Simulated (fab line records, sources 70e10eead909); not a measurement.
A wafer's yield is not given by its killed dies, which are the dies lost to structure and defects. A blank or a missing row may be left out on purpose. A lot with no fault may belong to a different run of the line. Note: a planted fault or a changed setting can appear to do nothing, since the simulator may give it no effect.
8D (eight disciplines) problem report, filled in by code ; flow nand harc ; the parts of the form that need people (team, actions taken, sign-off) are left out

## 1. PROBLEM STATEMENT
NHARC_P_STI_INSPECT_11, raw defect count: mean 23.0 on 3 wafers (1 lot); fault-free wafers 5.4, standard deviation 2.7. Relative to the usual mean, that is a shift of +6.5 standard deviations.
Seen first at day 7 18:42 on defect inspect-02, wafer L768.3. Wafers with a number at this step in the record: 33, from 11 lots. The rule behind "out" and "out of limits": a value lying over 4 standard deviations away from the usual mean. Any other wafer with a number is counted as sound.

## 2. WHAT THIS IS AND IS NOT
question;is;is not
which readings at this step;raw defect count;-
which lots;L768;L757, L758, L759, L761, L762, L766, L767, L777, L778, L779
which wafers of those lots;all that have a number;-
read on which gauges;defect inspect-02;defect inspect-01
when;from day 7 18:42;"up to then (21 sound wafers); but 9 sound wafers of L777, L778, L779 came after"

## 3. THE SUSPECTS, EACH WITH WHAT RULES IT OUT
Counting: any tool at a process step up to the reading is kept as a suspect provided that every lot that is out went through it and no sound lot did after the first of them.
- the gauge at NHARC_P_STI_INSPECT_11: kept. All the wafers that are out were read on defect inspect-02, and no step on other tools shows them out.
- rie diel-08 at NHARC_P_ZERO_WELL_ETCH_65 (etches the open film in N2/H2, target depth 80 nm, overetch 24 nm, time 87.88 s): kept. It ran the lot that is out, L768 (day 6 21:34), and no sound lot after that; its last sound lot up to then is L766 (day 6 01:25).
- lpcvd-01 at NHARC_P_STI_HM_DEP_30 (deposits Si3N4, target thk 80 nm, time 873 s): ruled out as a lasting fault. Following L768 (day 7 14:30), the first lot on it that is out, the sound lots L779 were run on it.
Left after counting: rie diel-08 at NHARC_P_ZERO_WELL_ETCH_65, defect inspect-02 at NHARC_P_STI_INSPECT_11.

## 4. THE CAUSE (what the simulator had put in)
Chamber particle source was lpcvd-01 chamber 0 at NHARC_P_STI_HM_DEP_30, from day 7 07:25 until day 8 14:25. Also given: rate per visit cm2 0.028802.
It was ruled out by counting, in error; the rule expects a fault to strike all lots run on its tool from its start on, and this fault did not.

## 5. THE EFFECT CHAIN, in route order
One row per reading whose mean, taken over the struck wafers that have a number, lies over 3 standard deviations from the usual. Only readings for which the record gives a usual standard deviation are gone through. hours: the time from each lot's start at the first step in this table that gives one to its start at this step, as a median over the lots. sigmas: the change in usual standard deviations.
hours;step;reading;usual;on struck wafers;change;sigmas
0;NHARC_P_STI_INSPECT_11;raw defect count;5.4;23.0;+17.6;+6.5
528;NHARC_END_SORT_01;killed at periphery;3.8;13.3;+9.5;+3.8
Later steps that measure or inspect, where all struck wafers having a row at the step show a number for every such reading and not one has moved that far: NHARC_P_GATE_CD_MEAS_11.

## 6. WHAT WOULD HAVE CAUGHT IT SOONER
Counted from the fault's start at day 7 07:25, it took 11 hours until the first out-of-limits reading at a measuring or inspecting step in this record, taken at day 7 18:42.
Tool readings at NHARC_P_STI_HM_DEP_30 with a usual standard deviation given in the record: none out on any struck wafer, hence no alarm at a limit of 4 standard deviations on them.
